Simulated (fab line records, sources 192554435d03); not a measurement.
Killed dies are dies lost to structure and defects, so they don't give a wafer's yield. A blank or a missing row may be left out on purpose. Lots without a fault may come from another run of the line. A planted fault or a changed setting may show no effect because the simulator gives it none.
Chamber matching | flow n5_finfet | N5_BEOL_M9_DESCUM_16 on rie_diel-06: 4 sister chambers
The step chemistry O2, time 7.9 s. 4 wafers are shown with their chamber, then 7 later ones without.

WAFERS WITH THEIR CHAMBER
wafer  | chamber | drypump_motor_current_A (A)
L086.1 | 0       | 5.2
L086.2 | 1       | 5.6
L089.2 | 2       | 6.4
L089.3 | 3       | 5.4

WAFERS WITHOUT THEIR CHAMBER
wafer  | drypump_motor_current_A (A)
L089.5 | 5.2
L096.1 | 6.5
L096.2 | 5.2
L096.3 | 5.6
L096.4 | 5.6
L096.5 | 6.4
L096.6 | 5.2

WHICH CHAMBER EACH WENT THROUGH
wafer  | from the rows above | in truth
L089.5 | 0                   | 0
L096.1 | 2                   | 2
L096.2 | 0                   | 0
L096.3 | 1                   | 1
L096.4 | 1                   | 1
L096.5 | 2                   | 2
L096.6 | 0                   | 0
Placed correctly: 7 of 7. Can't be placed from these rows: 0. Placed wrongly: 0.
How it was worked out, from the rows above alone: a wafer's distance from a chamber is the root of the sum, over the readings, of the square of ((its reading less the chamber's mean) divided by the reading's scatter). The wafer belongs to the nearest chamber; if the next one is less than 2 further off, it can't be placed. A chamber's mean is the mean of its shown wafers. The scatter: with one shown wafer a chamber, the root of the mean of the squares of how far each hidden wafer lies from its nearest shown one.
